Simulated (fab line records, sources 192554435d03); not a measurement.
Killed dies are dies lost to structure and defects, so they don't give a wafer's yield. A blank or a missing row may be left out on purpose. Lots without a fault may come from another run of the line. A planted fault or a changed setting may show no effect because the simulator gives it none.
fab line records | flow n5_finfet
record lots=24 wafers=72 last_day=19
route steps=1938 shown BEOL_M0_SAQP@670 BEOL_M0_CUTY@712 BEOL_M0@732
lots that met no fault: from a run of the same line without faults
start_h: hours from the record's first day to the start of the lot's first wafer shown | wait_h: hours since the lot's step before | " the same as in the row above | L1.1+2: a row that stands for several wafers | - no value, or no start given | * or withheld: withheld | < > ~ a bound
route shown NAME@n: a module of which the file shows steps, and the number in the route of the first | usual: mean/standard deviation of fault-free wafers | same: alike in all rows | chamber/n: place in a boat | sites: the reading at each site | _std_site: their standard deviation | _edge_site: outer sites' mean less inner sites' | radius_mm: how far each site lies from the wafer's centre | mask NAME#n: copy n | behind: the tool/chamber that last shaped the wafer | hold: why the lot was held/for how many hours/how that ended | device: the transistor (n, p or np) that didn't switch | end of line: the same wafers' tests at the end of the route | a step without rows: its recipe alone | killed: dies lost to structure and defects at the first sort, not the wafer's yield | map: a wafer's dies, x killed, . not, _ none there
set.NAME: the setting as run; set.NAME@STEP: as run at that earlier step | model.NAME: the simulator's own value behind a step, which no gauge read
steps of the route over a sample of lots; a table a step, a row a wafer
services: from which hour (start_h, from the record's first day; less than 0 if before it) a tool's chamber was out of use, for how many hours, and why
## steps
# step N5_BEOL_M0_SAQP_RECESS_104
# recipe chemistry=HF/NH3 target=SiO2 target_depth_a=180 afs_cycles=3 temp_c=30 sublimation_temp_c=180 sublimation_time_s=60
# usual drypump_motor_current_A=5.73/0.2
# columns lot.wafer tool chamber start_h wait_h drypump_motor_current_A
L074.1 vapor_etch-02 0 114.29 0.1 6.01
L074.2 " 1 " " 5.60
L074.3 " 0 " " 6.02
L075.1 vapor_etch-01 0 120.35 0.1 5.86
L075.4 " 0 " " 5.87
L075.5 " 1 " " 5.53
L076.1 vapor_etch-01 0 125.03 0.1 5.83
L076.5 " 1 " " 5.52
L076.6 " 0 " " 5.84
L077.2 vapor_etch-01 0 128.90 0.1 5.86
L077.3 " 1 " " 5.51
L077.6 " 0 " " 5.84
L078.2 vapor_etch-01 1 132.99 0.1 5.53
L078.5 " 1 " " 5.52
L078.6 " 0 " " 5.85
L079.3 vapor_etch-02 1 141.36 0.2 5.57
L079.4 " 0 " " 6.03
L079.6 " 1 " " 5.53
L080.1 vapor_etch-02 0 143.19 0.1 6.04
L080.2 " 1 " " 5.55
L080.6 " 0 " " 6.05
L081.1 vapor_etch-02 1 160.10 0.1 5.59
L081.3 " 1 " " 5.59
L081.6 " 0 " " 6.00
L082.1 vapor_etch-01 1 162.38 0.1 5.51
L082.2 " 0 " " 5.86
L082.6 " 0 " " 5.86
L083.1 vapor_etch-01 1 168.24 0.1 5.51
L083.3 " 1 " " 5.51
L083.5 " 1 " " 5.54
L084.1 vapor_etch-01 1 172.47 0.1 5.53
L084.2 " 0 " " 5.88
L084.5 " 0 " " 5.85
L086.1 vapor_etch-01 0 183.08 0.1 5.86
L086.4 " 0 " " 5.87
L086.5 " 0 " " 5.88
L085.1 vapor_etch-01 1 186.55 0.1 5.51
L085.2 " 0 " " 5.86
L085.6 " 1 " " 5.52
L087.1 vapor_etch-01 0 192.57 0.1 5.89
L087.5 " 1 " " 5.52
L087.6 " 0 " " 5.88
L088.1 vapor_etch-01 1 195.09 0.1 5.53
L088.2 " 0 " " 5.86
L088.5 " 0 " " 5.88
L089.1 vapor_etch-01 1 203.12 0.1 5.54
L089.2 " 0 " " 5.85
L089.5 " 0 " " 5.85
L090.1 vapor_etch-02 0 203.99 0.1 6.03
L090.4 " 1 " " 5.56
L090.5 " 0 " " 6.04
L091.3 vapor_etch-02 1 209.13 0.2 5.59
L091.4 " 0 " " 6.03
L091.5 " 0 " " 6.03
L092.1 vapor_etch-01 1 214.05 0.1 5.52
L092.3 " 1 " " 5.55
L092.5 " 1 " " 5.53
L093.3 vapor_etch-02 0 222.74 0.2 6.03
L093.5 " 0 " " 6.00
L093.6 " 1 " " 5.57
L094.1 vapor_etch-02 1 228.23 0.1 5.56
L094.2 " 0 " " 6.00
L094.4 " 1 " " 5.55
L095.2 vapor_etch-01 1 232.81 0.1 5.51
L095.5 " 0 " " 5.88
L095.6 " 1 " " 5.52
L096.1 vapor_etch-02 1 236.81 0.1 5.55
L096.2 " 0 " " 6.04
L096.3 " 0 " " 6.03
L097.2 vapor_etch-01 1 245.05 0.1 5.55
L097.4 " 1 " " 5.54
L097.6 " 1 " " 5.55
# step N5_BEOL_M0_SAQP_ETCH_49
# recipe chemistry=CF4/O2 target_depth_a=370 target=SiO2 pressure_mtorr=40 source_w=535 bias_w=49 Ar_flow_sccm=100 cf4_flow_sccm=100 O2_flow_sccm=10 ion_energy_ev=100
# usual drypump_motor_current_A=5.54/0.29 oes_product_au=0.78/0.07 rf_fwd_power_W=533.0/1.6 rf_vpp_V=241.4/2.5 showerhead_plenum_p_Torr=2.20/0.068 throttle_valve_pct=15.80/0.25
# columns lot.wafer tool chamber start_h wait_h drypump_motor_current_A oes_product_au rf_fwd_power_W rf_hours_counter_h rf_vpp_V showerhead_plenum_p_Torr throttle_valve_pct
L074.1 rie_diel-01 2 117.24 0.3 5.68 0.74 530.0 193 243.9 2.19 15.99
L074.2 " 1 " " 5.60 0.73 537.3 192 241.6 2.27 15.91
L074.3 " 3 " " 5.67 0.79 533.8 111 240.8 2.14 15.55
L075.1 rie_diel-06 3 123.46 0.3 5.04 0.73 533.5 197 243.1 2.10 15.84
L075.4 " 0 " " 5.42 0.91 530.8 36 243.9 2.24 15.48
L075.5 " 0 " " 5.47 0.89 532.9 - 243.6 2.24 15.48
L076.1 rie_diel-06 2 127.82 0.3 5.97 0.79 531.8 93 245.2 2.31 15.52
L076.5 " 0 " " 5.43 0.90 533.0 - 244.1 2.24 15.48
L076.6 " 1 " " 5.97 0.94 533.3 - 240.2 2.25 15.48
L077.2 rie_diel-01 2 132.10 0.3 5.69 0.73 533.2 197 244.2 2.19 16.02
L077.3 " 1 " " 5.57 0.73 534.0 196 240.8 2.27 15.91
L077.6 " 3 " " 5.66 0.78 533.9 - 240.2 2.14 15.56
L078.2 rie_diel-01 2 136.31 0.3 5.67 0.73 534.8 199 243.0 2.19 16.00
L078.5 " 2 " " 5.68 0.74 532.9 - 243.5 2.19 16.01
L078.6 " 3 " " 5.65 0.79 530.6 - 240.3 2.14 15.57
L079.3 rie_diel-06 1 144.92 0.3 6.00 0.93 533.1 17 240.6 2.25 15.50
L079.4 " 2 " " 5.93 0.80 532.8 97 243.0 2.31 15.53
L079.6 " 1 " " 5.97 0.93 532.7 - 240.7 2.25 15.50
L080.1 rie_diel-01 3 147.21 0.3 5.67 0.78 531.7 120 239.5 2.14 15.57
L080.2 " 1 " " 5.59 0.72 533.0 201 240.6 2.27 15.93
L080.6 " 0 " " 5.07 0.83 531.9 - 242.0 2.24 15.98
L081.1 rie_diel-03 2 162.89 0.3 5.26 0.74 535.2 162 243.2 2.21 16.32
L081.3 " 3 " " 5.70 0.71 533.3 219 242.6 2.18 16.13
L081.6 " 2 " " 5.30 0.74 531.0 - 243.1 2.21 16.31
L082.1 rie_diel-03 1 165.24 0.3 5.21 0.78 535.0 130 239.1 2.05 15.60
L082.2 " 0 " " 5.61 0.74 534.3 194 235.3 2.19 15.77
L082.6 " 3 " " 5.70 0.70 532.0 - 241.9 2.18 16.14
L083.1 rie_diel-01 3 171.74 0.3 5.65 0.77 531.4 125 238.4 2.14 15.57
L083.3 " 2 " " 5.70 0.72 531.8 208 243.2 2.19 16.05
L083.5 " 0 " " 5.08 0.84 532.1 - 242.8 2.23 15.96
L084.1 rie_diel-06 1 176.29 0.3 5.96 0.91 532.1 27 242.0 2.25 15.51
L084.2 " 2 " " 5.99 0.80 529.3 104 244.1 2.30 15.56
L084.5 " 3 " " 5.07 0.72 530.8 - 240.1 2.09 15.87
L086.1 rie_diel-06 2 186.21 0.3 5.96 0.79 530.8 107 242.5 2.30 15.55
L086.4 " 3 " " 5.06 0.72 534.0 215 241.3 2.09 15.89
L086.5 " 0 " " 5.47 0.88 528.3 - 244.2 2.24 15.52
L085.1 rie_diel-01 3 191.34 0.4 5.67 0.77 531.1 130 239.8 2.14 15.58
L085.2 " 1 " " 5.57 0.71 534.4 213 242.4 2.27 15.94
L085.6 " 2 " " 5.66 0.71 536.6 - 242.8 2.18 16.05
L087.1 rie_diel-03 2 195.41 0.3 5.32 0.74 533.5 171 242.2 2.20 16.33
L087.5 " 3 " " 5.70 0.70 533.7 - 241.6 2.18 16.14
L087.6 " 0 " " 5.55 0.73 532.6 - 235.5 2.19 15.77
L088.1 rie_diel-06 2 197.83 0.3 5.95 0.80 535.9 110 244.0 2.30 15.57
L088.2 " 0 " " 5.44 0.87 534.4 58 242.3 2.24 15.52
L088.5 " 2 " " 5.95 0.79 532.5 - 244.0 2.30 15.55
L089.1 rie_diel-06 1 206.53 0.3 5.98 0.89 532.3 36 240.4 2.24 15.54
L089.2 " 3 " " 5.07 0.72 534.2 220 240.9 2.09 15.88
L089.5 " 2 " " 5.99 0.78 533.7 - 244.2 2.30 15.58
L090.1 rie_diel-03 3 207.00 0.3 5.70 0.69 531.8 231 240.8 2.18 16.14
L090.4 " 1 " " 5.21 0.78 534.0 140 240.1 2.04 15.64
L090.5 " 3 " " 5.70 0.69 533.0 - 241.3 2.18 16.16
L091.3 rie_diel-01 3 212.24 0.3 5.66 0.76 536.2 137 239.7 2.13 15.59
L091.4 " 3 " " 5.66 0.77 533.4 - 240.0 2.13 15.61
L091.5 " 2 " " 5.70 0.72 535.3 - 243.9 2.18 16.05
L092.1 rie_diel-03 0 217.35 0.3 5.56 0.72 531.2 209 234.1 2.18 15.79
L092.3 " 2 " " 5.29 0.73 529.9 177 242.5 2.20 16.35
L092.5 " 0 " " 5.55 0.71 532.7 - 234.5 2.18 15.78
L093.3 rie_diel-03 0 225.40 0.3 5.53 0.71 533.8 212 234.2 2.18 15.79
L093.5 " 0 " " 5.56 0.71 533.3 - 236.3 2.18 15.80
L093.6 " 3 " " 5.68 0.68 532.3 - 241.6 2.17 16.16
L094.1 rie_diel-01 2 231.48 0.5 5.68 0.71 534.1 229 242.5 2.18 16.07
L094.2 " 0 " " 5.07 0.82 534.2 85 243.5 2.23 16.01
L094.4 " 3 " " 5.67 0.77 530.9 145 238.8 2.13 15.60
L095.2 rie_diel-06 2 236.07 0.3 5.99 0.78 532.6 119 242.9 2.30 15.58
L095.5 " 0 " " 5.44 0.85 535.1 - 243.4 2.23 15.54
L095.6 " 3 " " 5.05 0.71 533.2 - 240.3 2.09 15.92
L096.1 rie_diel-01 2 239.80 0.3 5.69 0.71 534.4 232 242.5 2.18 16.06
L096.2 " 1 " " 5.60 0.71 530.3 231 240.8 2.26 15.97
L096.3 " 0 " " 5.05 0.82 533.8 87 244.7 2.23 16.00
L097.2 rie_diel-06 0 248.44 0.3 5.47 0.85 535.2 73 244.5 2.23 15.56
L097.4 " 1 " " 5.99 0.87 534.2 50 241.7 2.24 15.57
L097.6 " 3 " " 5.07 0.71 532.3 - 242.1 2.09 15.92
# step N5_BEOL_M0_CUTY_ETCH_62
# recipe chemistry=CF4 target=SiARC mask_material=CAR-ArF-block time_s=58.5 ion_energy_ev=80 pressure_mtorr=40 source_w=545 bias_w=36 Ar_flow_sccm=100 cf4_flow_sccm=100 ends=cleared
# usual drypump_motor_current_A=5.9/0.37 etch_rf_on_time_s=58.4/0.68 oes_product_au=0.68/0.069 rf_fwd_power_W=538.8/1.9 rf_vpp_V=184.3/1.6 showerhead_plenum_p_Torr=2.16/0.1 throttle_valve_pct=15.55/0.18
# columns lot.wafer tool chamber start_h wait_h drypump_motor_current_A etch_rf_on_time_s oes_product_au rf_fwd_power_W rf_hours_counter_h rf_vpp_V showerhead_plenum_p_Torr throttle_valve_pct
L074.1 rie_diel-04 2 117.94 0.0 6.1 58.0 0.77 539.9 35 184.0 2.10 15.70
L074.2 " 1 " " 6.1 58.7 0.63 539.2 189 183.8 2.04 15.47
L074.3 " 0 " " 6.4 57.2 0.80 543.5 22 188.5 2.28 15.30
L075.1 rie_diel-02 2 124.08 0.0 6.4 58.4 0.59 536.8 227 182.9 2.11 15.78
L075.4 " 1 " " 5.5 58.5 0.71 540.2 63 185.6 2.27 15.51
L075.5 " 3 " " 5.9 58.9 0.64 538.8 - 184.6 2.21 15.43
L076.1 rie_diel-05 1 128.58 0.0 5.4 59.0 0.66 537.0 120 182.3 1.99 15.73
L076.5 " 1 " " 5.4 58.9 0.66 539.1 - 181.8 1.99 15.73
L076.6 " 0 " " 5.5 58.3 0.66 538.8 - 182.9 2.22 15.42
L077.2 rie_diel-05 1 132.72 0.0 5.4 58.9 0.65 540.2 123 182.3 1.99 15.74
L077.3 " 0 " " 5.5 58.8 0.65 542.0 148 184.7 2.22 15.41
L077.6 " 1 " " 5.4 59.1 0.66 539.5 - 183.6 1.99 15.73
L078.2 rie_diel-04 0 137.14 0.0 6.4 57.4 0.79 537.2 29 186.5 2.28 15.31
L078.5 " 1 " " 6.1 58.8 0.63 538.7 - 182.4 2.04 15.50
L078.6 " 2 " " 6.1 57.6 0.75 537.5 - 183.3 2.10 15.71
L079.3 rie_diel-05 1 145.53 0.0 5.4 59.5 0.65 537.0 128 182.5 1.99 15.74
L079.4 " 0 " " 5.5 58.8 0.65 539.7 154 184.0 2.22 15.42
L079.6 " 1 " " 5.4 58.8 0.66 535.9 - 182.0 1.99 15.74
L080.1 rie_diel-05 1 147.70 0.0 5.4 59.5 0.65 537.3 129 183.1 1.99 15.75
L080.2 " 0 " " 5.5 59.0 0.65 541.2 155 183.5 2.22 15.43
L080.6 " 2 " " 5.8 58.6 0.81 536.6 - 185.7 2.28 15.42
L081.1 rie_diel-02 1 163.51 0.0 5.5 59.1 0.70 540.3 76 185.4 2.26 15.54
L081.3 " 0 " " 5.3 58.3 0.74 534.9 33 185.8 2.26 15.27
L081.6 " 0 " " 5.3 58.5 0.73 537.9 - 185.9 2.26 15.27
L082.1 rie_diel-04 3 165.76 0.0 6.0 58.0 0.63 538.5 195 183.2 2.12 15.53
L082.2 " 0 " " 6.4 58.3 0.75 539.7 39 186.3 2.27 15.32
L082.6 " 0 " " 6.4 58.4 0.77 538.4 - 185.4 2.27 15.32
L083.1 rie_diel-04 0 172.23 0.0 6.4 57.6 0.77 539.5 41 185.7 2.27 15.34
L083.3 " 2 " " 6.2 57.3 0.74 535.8 53 182.5 2.10 15.73
L083.5 " 0 " " 6.4 57.3 0.77 539.3 - 186.4 2.27 15.32
L084.1 rie_diel-04 1 177.11 0.0 6.1 59.0 0.62 540.6 209 181.4 2.04 15.53
L084.2 " 0 " " 6.4 57.6 0.77 542.3 43 184.5 2.27 15.32
L084.5 " 1 " " 6.1 58.6 0.62 542.4 - 183.0 2.04 15.53
L086.1 rie_diel-02 3 186.70 0.0 5.9 59.5 0.62 540.8 189 184.5 2.21 15.47
L086.4 " 0 " " 5.3 57.9 0.73 539.1 40 185.3 2.26 15.27
L086.5 " 1 " " 5.5 58.2 0.70 539.7 - 184.8 2.26 15.57
L085.1 rie_diel-02 0 191.83 0.0 5.3 57.7 0.73 539.6 41 186.9 2.26 15.28
L085.2 " 2 " " 6.4 59.1 0.57 538.7 249 184.2 2.10 15.81
L085.6 " 1 " " 5.4 59.4 0.68 541.7 - 185.1 2.26 15.57
L087.1 rie_diel-05 3 196.36 0.0 6.3 57.3 0.60 538.0 243 185.5 2.20 15.86
L087.5 " 1 " " 5.4 58.4 0.64 540.1 - 181.0 1.99 15.79
L087.6 " 2 " " 5.8 57.6 0.78 535.4 - 186.7 2.28 15.43
L088.1 rie_diel-05 2 198.44 0.0 5.8 58.2 0.78 535.7 18 187.3 2.28 15.44
L088.2 " 0 " " 5.6 58.5 0.64 542.6 170 184.9 2.21 15.47
L088.5 " 1 " " 5.4 59.1 0.64 538.0 - 183.1 1.99 15.77
L089.1 rie_diel-05 2 207.14 0.0 5.8 58.5 0.77 536.7 20 185.1 2.28 15.45
L089.2 " 3 " " 6.3 58.4 0.59 537.7 246 184.2 2.20 15.86
L089.5 " 2 " " 5.8 57.6 0.77 538.7 - 187.2 2.28 15.44
L090.1 rie_diel-04 3 207.62 0.0 6.0 57.8 0.63 537.7 209 184.8 2.11 15.56
L090.4 " 1 " " 6.1 58.3 0.61 538.8 222 181.9 2.03 15.55
L090.5 " 2 " " 6.1 57.6 0.72 537.3 - 184.5 2.09 15.74
L091.3 rie_diel-05 2 213.01 0.0 5.8 58.9 0.76 536.5 22 186.8 2.28 15.46
L091.4 " 3 " " 6.3 58.7 0.60 541.8 248 184.5 2.19 15.88
L091.5 " 2 " " 5.8 58.0 0.77 539.8 - 184.5 2.28 15.46
L092.1 rie_diel-04 3 217.97 0.0 6.0 57.2 0.62 537.8 214 183.7 2.11 15.57
L092.3 " 1 " " 6.1 58.8 0.61 539.4 227 182.7 2.03 15.55
L092.5 " 0 " " 6.4 57.3 0.75 538.2 - 185.6 2.27 15.37
L093.3 rie_diel-04 0 226.27 0.0 6.4 57.3 0.74 540.8 61 186.4 2.26 15.38
L093.5 " 3 " " 6.0 57.7 0.62 537.4 - 182.6 2.11 15.57
L093.6 " 0 " " 6.4 57.0 0.74 539.9 - 186.0 2.27 15.37
L094.1 rie_diel-05 2 231.97 0.0 5.8 58.1 0.76 537.1 29 186.3 2.27 15.47
L094.2 " 0 " " 5.5 58.6 0.63 540.5 181 185.4 2.21 15.47
L094.4 " 2 " " 5.8 57.5 0.76 533.0 - 185.4 2.27 15.48
L095.2 rie_diel-02 0 236.59 0.0 5.3 57.5 0.70 538.1 59 186.9 2.25 15.32
L095.5 " 1 " " 5.5 59.1 0.68 537.4 - 184.1 2.25 15.59
L095.6 " 2 " " 6.4 57.8 0.83 536.3 - 184.0 2.10 15.33
L096.1 rie_diel-02 2 240.29 0.0 6.4 57.7 0.83 537.1 8 183.4 2.10 15.32
L096.2 " 0 " " 5.3 57.8 0.71 537.6 61 186.5 2.25 15.31
L096.3 " 1 " " 5.5 58.5 0.67 540.5 105 184.9 2.25 15.61
L097.2 rie_diel-05 3 249.06 0.0 6.3 58.3 0.82 539.8 2 184.6 2.19 15.37
L097.4 " 0 " " 5.5 58.9 0.63 539.9 188 186.2 2.21 15.50
L097.6 " 1 " " 5.4 59.0 0.63 537.9 - 181.6 1.98 15.81
# step N5_BEOL_M0_SURFACE_TREAT_137
# recipe gas=Ar time_s=* ion_energy_ev=* ion_current_ma_cm2=0.5 pressure_mtorr=* ar_flow_sccm=30
# usual throttle_valve_pct=*
# columns lot.wafer tool chamber start_h wait_h throttle_valve_pct
L074.1 pvd_sputter-03 - 123.58 0.1 *
L074.2 " - " " *
L074.3 " - " " *
L075.1 pvd_sputter-02 - 129.12 0.3 *
L075.4 " - " " *
L075.5 " - " " *
L076.1 pvd_sputter-02 - 131.46 0.2 *
L076.5 " - " " *
L076.6 " - " " *
L077.2 pvd_sputter-01 - 138.72 0.2 *
L077.3 " - " " *
L077.6 " - " " *
L078.2 pvd_sputter-02 - 140.07 0.3 *
L078.5 " - " " *
L078.6 " - " " *
L079.3 pvd_sputter-03 - 147.80 0.1 *
L079.4 " - " " *
L079.6 " - " " *
L080.1 pvd_sputter-03 - 153.32 0.2 *
L080.2 " - " " *
L080.6 " - " " *
L081.1 pvd_sputter-02 - 166.84 0.3 *
L081.3 " - " " *
L081.6 " - " " *
L082.1 pvd_sputter-02 - 167.60 0.1 *
L082.2 " - " " *
L082.6 " - " " *
L083.1 pvd_sputter-03 - 174.74 0.2 *
L083.3 " - " " *
L083.5 " - " " *
L084.1 pvd_sputter-03 - 182.15 0.2 *
L084.2 " - " " *
L084.5 " - " " *
L085.1 pvd_sputter-03 - 194.74 0.2 *
L085.2 " - " " *
L085.6 " - " " *
L086.1 pvd_sputter-03 - 195.48 0.2 *
L086.4 " - " " *
L086.5 " - " " *
L087.1 pvd_sputter-02 - 202.98 0.1 *
L087.5 " - " " *
L087.6 " - " " *
L088.1 pvd_sputter-01 - 203.11 0.2 *
L088.2 " - " " *
L088.5 " - " " *
L090.1 pvd_sputter-01 - 210.31 0.2 *
L090.4 " - " " *
L090.5 " - " " *
L089.1 pvd_sputter-01 - 210.57 0.2 *
L089.2 " - " " *
L089.5 " - " " *
L091.3 pvd_sputter-02 - 216.07 0.2 *
L091.4 " - " " *
L091.5 " - " " *
L092.1 pvd_sputter-02 - 222.07 0.4 *
L092.3 " - " " *
L092.5 " - " " *
L093.3 pvd_sputter-03 - 232.72 1.8 *
L093.5 " - " " *
L093.6 " - " " *
L094.1 pvd_sputter-01 - 234.66 0.2 *
L094.2 " - " " *
L094.4 " - " " *
L095.2 pvd_sputter-01 - 240.46 0.2 *
L095.5 " - " " *
L095.6 " - " " *
L096.1 pvd_sputter-02 - 244.75 1.9 *
L096.2 " - " " *
L096.3 " - " " *
L097.2 pvd_sputter-02 - 252.84 0.2 *
L097.4 " - " " *
L097.6 " - " " *
# step N5_BEOL_M0_ANNEAL_119
# recipe temp_c=225 time_s=90 ambient=N2
# usual wafer_temp_C_max=226.4/0.44
# columns lot.wafer tool chamber start_h wait_h wafer_temp_C_max
L074.1 rtp_anneal-02 0 126.09 0.1 226.3
L074.2 " 0 " " 226.2
L074.3 " 0 " " 226.1
L075.1 rtp_anneal-02 0 129.88 0.1 226.3
L075.4 " 0 " " 226.5
L075.5 " 0 " " 226.6
L076.1 rtp_anneal-01 0 133.23 0.1 225.9
L076.5 " 0 " " 226.2
L076.6 " 0 " " 226.4
L077.2 rtp_anneal-01 0 139.50 0.1 225.8
L077.3 " 0 " " 225.9
L077.6 " 0 " " 225.7
L078.2 rtp_anneal-02 0 142.04 1.1 227.2
L078.5 " 0 " " 226.9
L078.6 " 0 " " 226.8
L079.3 rtp_anneal-01 0 149.01 0.3 226.2
L079.4 " 0 " " 226.5
L079.6 " 0 " " 226.3
L080.1 rtp_anneal-02 0 155.75 0.1 226.4
L080.2 " 0 " " 226.3
L080.6 " 0 " " 226.6
L081.1 rtp_anneal-02 0 168.34 0.7 226.5
L081.3 " 0 " " 226.8
L081.6 " 0 " " 226.2
L082.1 rtp_anneal-02 0 168.61 0.2 226.6
L082.2 " 0 " " 226.7
L082.6 " 0 " " 226.7
L083.1 rtp_anneal-02 0 177.76 0.6 226.7
L083.3 " 0 " " 227.1
L083.5 " 0 " " 227.0
L084.1 rtp_anneal-02 0 183.10 0.2 226.4
L084.2 " 0 " " 226.6
L084.5 " 0 " " 226.7
L085.1 rtp_anneal-02 0 195.58 0.1 226.8
L085.2 " 0 " " 227.0
L085.6 " 0 " " 226.7
L086.1 rtp_anneal-01 0 196.39 0.2 226.3
L086.4 " 0 " " 225.9
L086.5 " 0 " " 226.0
L087.1 rtp_anneal-02 0 203.89 0.1 226.9
L087.5 " 0 " " 226.7
L087.6 " 0 " " 227.2
L088.1 rtp_anneal-01 0 203.96 0.1 226.1
L088.2 " 0 " " 225.7
L088.5 " 0 " " 225.6
L090.1 rtp_anneal-01 0 211.88 0.8 226.5
L090.4 " 0 " " 226.0
L090.5 " 0 " " 226.2
L089.1 rtp_anneal-02 0 211.94 0.7 226.0
L089.2 " 0 " " 226.4
L089.5 " 0 " " 226.9
L091.3 rtp_anneal-01 0 217.85 0.1 225.8
L091.4 " 0 " " 225.9
L091.5 " 0 " " 226.2
L092.1 rtp_anneal-01 0 222.85 0.1 225.7
L092.3 " 0 " " 225.9
L092.5 " 0 " " 225.8
L093.3 rtp_anneal-01 0 233.62 0.1 225.8
L093.5 " 0 " " 225.8
L093.6 " 0 " " 226.2
L094.1 rtp_anneal-01 0 235.90 0.5 226.2
L094.2 " 0 " " 226.2
L094.4 " 0 " " 226.0
L095.2 rtp_anneal-02 0 241.58 0.1 226.8
L095.5 " 0 " " 225.8
L095.6 " 0 " " 226.8
L096.1 rtp_anneal-01 0 245.55 0.1 225.7
L096.2 " 0 " " 226.1
L096.3 " 0 " " 226.5
L097.2 rtp_anneal-02 0 253.65 0.1 226.3
L097.4 " 0 " " 227.0
L097.6 " 0 " " 226.4
# step N5_BEOL_M0_DEP_125
# recipe material=SiCN target_thk_a=80 temp_c=withheld precursor=3MS/NH3 pressure_torr=3 rf_w=202 time_s=14
# usual rf_fwd_power_W=199.4/0.82 showerhead_plenum_p_Torr=3.665/0.012 throttle_valve_pct=9.3/0.56
# columns lot.wafer tool chamber start_h wait_h rf_fwd_power_W showerhead_plenum_p_Torr since_wet_clean_h throttle_valve_pct
L074.1 pecvd-02 2 127.26 0.0 197.6 3.691 2100 9.2
L074.2 " 1 " " 200.1 3.654 1375 10.2
L074.3 " 0 " " 198.6 3.654 650 8.7
L075.1 pecvd-02 0 130.68 0.0 199.1 3.647 653 8.9
L075.4 " 2 " " 199.0 3.679 - 9.3
L075.5 " 0 " " 199.8 3.640 - 8.8
L076.1 pecvd-04 2 134.08 0.0 199.0 3.661 265 8.7
L076.5 " 0 " " 200.3 3.669 - 8.9
L076.6 " 2 " " 199.3 3.661 - 8.4
L077.2 pecvd-04 1 140.69 0.0 200.0 3.692 1751 9.4
L077.3 " 2 " " 199.4 3.653 272 8.8
L077.6 " 2 " " 199.0 3.656 - 8.8
L078.2 pecvd-02 2 142.81 0.0 196.8 3.683 2115 9.0
L078.5 " 0 " " 199.3 3.644 - 8.9
L078.6 " 2 " " 197.3 3.683 - 9.1
L079.3 pecvd-02 0 149.71 0.0 199.6 3.652 672 8.7
L079.4 " 0 " " 198.4 3.651 - 8.7
L079.6 " 2 " " 199.7 3.681 - 9.1
L080.1 pecvd-01 0 156.81 0.0 200.0 3.673 1223 8.8
L080.2 " 1 " " 198.7 3.667 1948 9.8
L080.6 " 0 " " 199.6 3.674 - 8.7
L081.1 pecvd-04 0 169.13 0.0 199.4 3.672 1054 9.2
L081.3 " 1 " " 198.7 3.691 1779 9.1
L081.6 " 1 " " 198.7 3.697 - 9.1
L082.1 pecvd-01 0 169.42 0.0 198.2 3.658 1236 8.9
L082.2 " 2 " " 199.3 3.662 447 9.4
L082.6 " 1 " " 199.2 3.664 - 9.8
L083.1 pecvd-04 2 178.56 0.0 198.2 3.669 310 8.7
L083.3 " 1 " " 198.7 3.688 1789 9.7
L083.5 " 0 " " 199.4 3.662 - 8.7
L084.1 pecvd-01 0 183.88 0.0 198.4 3.667 1250 8.8
L084.2 " 2 " " 200.6 3.660 462 9.5
L084.5 " 2 " " 200.6 3.662 - 9.5
L085.1 pecvd-02 0 196.36 0.0 199.2 3.644 719 8.8
L085.2 " 2 " " 198.4 3.688 2169 8.9
L085.6 " 1 " " 200.4 3.654 - 10.4
L086.1 pecvd-01 1 197.18 0.0 199.0 3.662 1989 9.9
L086.4 " 2 " " 198.9 3.663 - 9.7
L086.5 " 1 " " 199.0 3.667 - 9.7
L087.1 pecvd-02 1 204.69 0.0 199.0 3.661 1452 10.5
L087.5 " 1 " " 200.6 3.661 - 10.4
L087.6 " 0 " " 199.7 3.639 - 9.0
L088.1 pecvd-01 0 204.79 0.0 199.3 3.663 1271 8.5
L088.2 " 1 " " 199.5 3.665 1996 9.7
L088.5 " 1 " " 199.3 3.668 - 10.1
L090.1 pecvd-01 1 212.67 0.0 199.5 3.666 2004 9.6
L090.4 " 2 " " 200.8 3.662 - 9.6
L090.5 " 0 " " 198.3 3.663 - 8.6
L089.1 pecvd-02 0 212.73 0.0 198.9 3.659 735 8.8
L089.2 " 1 " " 199.3 3.656 1460 10.2
L089.5 " 0 " " 199.0 3.660 - 9.1
L091.3 pecvd-01 1 218.55 0.0 199.3 3.674 2010 9.8
L091.4 " 1 " " 198.6 3.669 - 9.6
L091.5 " 0 " " 199.1 3.664 - 8.4
L092.1 pecvd-02 0 223.66 0.0 198.8 3.648 746 9.0
L092.3 " 0 " " 199.0 3.652 - 9.2
L092.5 " 0 " " 199.4 3.655 - 9.1
L093.3 pecvd-01 2 234.32 0.0 199.5 3.656 512 9.8
L093.5 " 2 " " 199.0 3.665 - 9.3
L093.6 " 0 " " 199.0 3.658 - 8.7
L094.1 pecvd-02 0 236.69 0.0 199.8 3.652 759 9.0
L094.2 " 1 " " 200.5 3.651 1484 10.3
L094.4 " 1 " " 201.0 3.670 - 10.1
L095.2 pecvd-04 1 242.32 0.0 198.8 3.679 1852 9.5
L095.5 " 2 " " 200.4 3.658 - 9.2
L095.6 " 0 " " 200.7 3.656 - 9.1
L096.1 pecvd-01 2 246.34 0.0 199.0 3.668 524 9.6
L096.2 " 0 " " 199.1 3.671 1313 8.5
L096.3 " 1 " " 199.6 3.667 2038 9.7
L097.2 pecvd-02 1 254.40 0.0 200.2 3.662 1502 10.1
L097.4 " 2 " " 197.9 3.673 - 8.3
L097.6 " 0 " " 199.9 3.650 - 9.1
## services
# columns tool chamber start_h hours kind
rie_diel-03 3 91.98 1.4 repair
rie_diel-05 2 108.52 - clean
rie_diel-05 2 108.52 - consumable_replace:focus_ring
rie_diel-05 2 108.52 - consumable_replace:showerhead
rie_diel-03 - 110.52 4.3 pm
rie_diel-02 2 113.74 6.6 repair
rie_diel-03 0 122.22 3.0 repair
rie_diel-03 0 125.87 9.6 repair
pecvd-01 - 129.99 6.0 pm
pecvd-02 1 130.08 16.2 repair
rie_diel-01 0 135.30 1.6 repair
pecvd-01 - 142.35 0.8 repair
rie_diel-06 2 146.56 6.0 repair
rie_diel-03 2 152.31 9.3 repair
rie_diel-03 1 174.66 6.3 repair
vapor_etch-02 - 176.33 14.6 pm
pvd_sputter-03 - 186.76 4.3 repair
pecvd-04 - 198.44 0.5 repair
rie_diel-01 0 210.39 10.2 repair
pecvd-04 2 216.90 6.0 repair
vapor_etch-01 0 223.46 3.8 repair
rie_diel-05 3 226.36 1.8 repair
rie_diel-03 2 241.27 5.7 repair
rie_diel-03 3 244.60 9.1 repair
## key
fault none
